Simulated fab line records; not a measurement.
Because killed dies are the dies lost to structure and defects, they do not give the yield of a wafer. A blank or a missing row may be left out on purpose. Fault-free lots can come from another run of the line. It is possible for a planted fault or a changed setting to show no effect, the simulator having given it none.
Lot-split experiment || flow n5-finfet || on a route of 1938 steps: 7 lots, 21 wafers read

== SPLIT DETAILS ==
At N5_BEOL_M2_ETCH_69 (etches SiARC in CF4, target depth 15.6 nm, time 26 s), the setting bias-w was moved away from the recipe's 36 W on 7 of the 21 wafers read, by -9.7% to +16.1%. The other wafers ran this setting at the recipe's value.

The reading is taken at the split's own step.

== THE READING ==
rf-vpp-V, in V, at N5_BEOL_M2_ETCH_69 (etches SiARC in CF4, target depth 15.6 nm, time 26 s). On this fab line, fault-free wafers typically give 184.3 V with a standard deviation of 1 V.

{"wafer": "L077.4", "tool, chamber at the split": "rie-diel-06, 1", "bias-w as run, W": 36, "against the recipe": "recipe", "rf-vpp-V, V": 185.1, "against lot-mates on the recipe": "-"}
{"wafer": "L077.5", "tool, chamber at the split": "rie-diel-06, 3", "bias-w as run, W": 36, "against the recipe": "recipe", "rf-vpp-V, V": 184.1, "against lot-mates on the recipe": "-"}
{"wafer": "L077.6", "tool, chamber at the split": "rie-diel-06, 0", "bias-w as run, W": 36, "against the recipe": "recipe", "rf-vpp-V, V": 183.4, "against lot-mates on the recipe": "-"}
{"wafer": "L082.2", "tool, chamber at the split": "rie-diel-03, 0", "bias-w as run, W": 36, "against the recipe": "recipe", "rf-vpp-V, V": 185.3, "against lot-mates on the recipe": "-"}
{"wafer": "L082.5", "tool, chamber at the split": "rie-diel-03, 1", "bias-w as run, W": 36, "against the recipe": "recipe", "rf-vpp-V, V": 184.2, "against lot-mates on the recipe": "-"}
{"wafer": "L082.6", "tool, chamber at the split": "rie-diel-03, 2", "bias-w as run, W": 36, "against the recipe": "recipe", "rf-vpp-V, V": 183.6, "against lot-mates on the recipe": "-"}
{"wafer": "L085.3", "tool, chamber at the split": "rie-diel-01, 2", "bias-w as run, W": 36, "against the recipe": "recipe", "rf-vpp-V, V": 184.9, "against lot-mates on the recipe": "-"}
{"wafer": "L085.4", "tool, chamber at the split": "rie-diel-01, 1", "bias-w as run, W": 33.03, "against the recipe": "-8.3%", "rf-vpp-V, V": 175.5, "against lot-mates on the recipe": -9.4}
{"wafer": "L085.5", "tool, chamber at the split": "rie-diel-01, 3", "bias-w as run, W": 33.03, "against the recipe": "-8.3%", "rf-vpp-V, V": 172.5, "against lot-mates on the recipe": -12.4}
{"wafer": "L087.3", "tool, chamber at the split": "rie-diel-01, 3", "bias-w as run, W": 36, "against the recipe": "recipe", "rf-vpp-V, V": 184.1, "against lot-mates on the recipe": "-"}
{"wafer": "L087.4", "tool, chamber at the split": "rie-diel-01, 2", "bias-w as run, W": 38.16, "against the recipe": "+6.0%", "rf-vpp-V, V": 191.5, "against lot-mates on the recipe": "+7.8"}
{"wafer": "L087.6", "tool, chamber at the split": "rie-diel-01, 3", "bias-w as run, W": 36, "against the recipe": "recipe", "rf-vpp-V, V": 183.3, "against lot-mates on the recipe": "-"}
{"wafer": "L091.1", "tool, chamber at the split": "rie-diel-06, 2", "bias-w as run, W": 32.5, "against the recipe": "-9.7%", "rf-vpp-V, V": 172.4, "against lot-mates on the recipe": -10.6}
{"wafer": "L091.2", "tool, chamber at the split": "rie-diel-06, 0", "bias-w as run, W": 36, "against the recipe": "recipe", "rf-vpp-V, V": 183.0, "against lot-mates on the recipe": "-"}
{"wafer": "L091.3", "tool, chamber at the split": "rie-diel-06, 1", "bias-w as run, W": 32.5, "against the recipe": "-9.7%", "rf-vpp-V, V": 172.8, "against lot-mates on the recipe": -10.2}
{"wafer": "L092.1", "tool, chamber at the split": "rie-diel-03, 3", "bias-w as run, W": 36, "against the recipe": "recipe", "rf-vpp-V, V": 183.0, "against lot-mates on the recipe": "-"}
{"wafer": "L092.3", "tool, chamber at the split": "rie-diel-03, 2", "bias-w as run, W": 41.78, "against the recipe": "+16.1%", "rf-vpp-V, V": 201.4, "against lot-mates on the recipe": "+17.6"}
{"wafer": "L092.5", "tool, chamber at the split": "rie-diel-03, 1", "bias-w as run, W": 36, "against the recipe": "recipe", "rf-vpp-V, V": 184.6, "against lot-mates on the recipe": "-"}
{"wafer": "L095.1", "tool, chamber at the split": "rie-diel-01, 2", "bias-w as run, W": 39.18, "against the recipe": "+8.8%", "rf-vpp-V, V": 194.0, "against lot-mates on the recipe": "+9.0"}
{"wafer": "L095.2", "tool, chamber at the split": "rie-diel-01, 0", "bias-w as run, W": 36, "against the recipe": "recipe", "rf-vpp-V, V": 185.6, "against lot-mates on the recipe": "-"}
{"wafer": "L095.5", "tool, chamber at the split": "rie-diel-01, 2", "bias-w as run, W": 36, "against the recipe": "recipe", "rf-vpp-V, V": 184.4, "against lot-mates on the recipe": "-"}

FIT RESULTS
A straight line over all 21 wafers: rf-vpp-V changes by +1.15 V for each +1% of bias-w; r = +0.99; the points scatter about the line by 0.93 V.
The same after taking each lot's own level away (the mean of its wafers on the recipe; 21 wafers): +1.13 V for each +1%; r = +0.99; scatter 0.96 V.
The reading moves by 18 V for the largest change in bias-w, on that fit.
Measured against the standard deviation above, the lots' own levels, which go from 183.00 to 185.00 V, span 2.0 times it.
The two slopes agree, so the slope changes little with the lot-to-lot level.
Check: +18.5 V against its lot-mates is what the line predicts for one of the wafers moved furthest among these (+16.1%) when that wafer is left out of the fit. It came out at +17.6 V against them.
Tool readings at the split's step, against how far the setting was moved: rf-vpp-V r = +0.99.

== THESE WAFERS: OTHER SPLITS ==
Other splits were also applied to these wafers ahead of the reading. Each is held against what the fit with the lots' levels taken away leaves over:
{"other split on the same wafers": "N5_BEOL_M0_SAQP_COAT_105 spin-rpm", "wafers away from the commonest value": 8, "r with rf-vpp-V (lot level and that fit taken away)": "+0.21"}
{"other split on the same wafers": "N5_BEOL_M0_ETCH_109 bias-w", "wafers away from the commonest value": 10, "r with rf-vpp-V (lot level and that fit taken away)": -0.18}
{"other split on the same wafers": "N5_BEOL_M1_TRENCH_ETCH_37 source-w", "wafers away from the commonest value": 7, "r with rf-vpp-V (lot level and that fit taken away)": "+0.11"}
{"other split on the same wafers": "N5_BEOL_M2_COAT_67 spin-rpm", "wafers away from the commonest value": 8, "r with rf-vpp-V (lot level and that fit taken away)": -0.44}
{"other split on the same wafers": "N5_BEOL_M2_COAT_22 spin-rpm", "wafers away from the commonest value": 9, "r with rf-vpp-V (lot level and that fit taken away)": "+0.28"}

== FILE'S OWN FIT ==
rf-vpp-V changes by +1.12 V for each +1% of bias-w, r = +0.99.
